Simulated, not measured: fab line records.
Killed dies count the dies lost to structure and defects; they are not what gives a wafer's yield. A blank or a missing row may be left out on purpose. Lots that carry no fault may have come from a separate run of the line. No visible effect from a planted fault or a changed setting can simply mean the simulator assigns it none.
Matching of chambers	flow nand-harc	3 sister chambers for NHARC_A_CONTACT_DEP_85 on pecvd-04
The step deposits SiON, target thk 50 nm. 6 wafers are shown with their chamber, then 10 later ones without.

== WAFERS, EACH WITH ITS CHAMBER ==
wafer	chamber	heater-power-outer-w (W)	heater-power-w (W)
L084.6	2	380	638
L086.2	1	434	782
L086.4	1	431	770
L086.5	0	524	809
L090.1	2	458	768
L090.2	0	555	854

== WAFERS WHOSE CHAMBER IS MISSING ==
wafer	heater-power-outer-w (W)	heater-power-w (W)
L090.4	553	845
L092.1	417	776
L092.2	409	678
L092.4	423	767
L097.1	562	887
L097.2	448	705
L097.3	424	791
L095.2	468	747
L095.4	470	738
L095.5	582	910

== THE CHAMBER EACH PASSED THROUGH ==
wafer	from the rows above	in truth
L090.4	0	0
L092.1	can't be placed: 1 or 2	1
L092.2	can't be placed: 2 or 1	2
L092.4	can't be placed: 1 or 2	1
L097.1	0	0
L097.2	can't be placed: 2 or 1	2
L097.3	can't be placed: 1 or 2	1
L095.2	can't be placed: 1 or 2 or 0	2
L095.4	can't be placed: 1 or 2 or 0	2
L095.5	0	0
3 of 10 placed correctly. Cannot be placed on the basis of these rows: 7; the candidates contain the true chamber in 7. Number placed wrongly: 0.
How it was worked out, from the rows above alone: a wafer's distance from a chamber is the root of the sum, over the readings, of the square of ((its reading less the chamber's mean) divided by the reading's scatter). If the next closest chamber is less than 2 further off than the closest, the wafer can't be placed; otherwise it belongs to the closest. A chamber's mean is the mean of its shown wafers. The scatter: take each reading less its chamber's mean, square it, sum over the shown wafers, divide by the number of wafers less the number of chambers, and take the root.
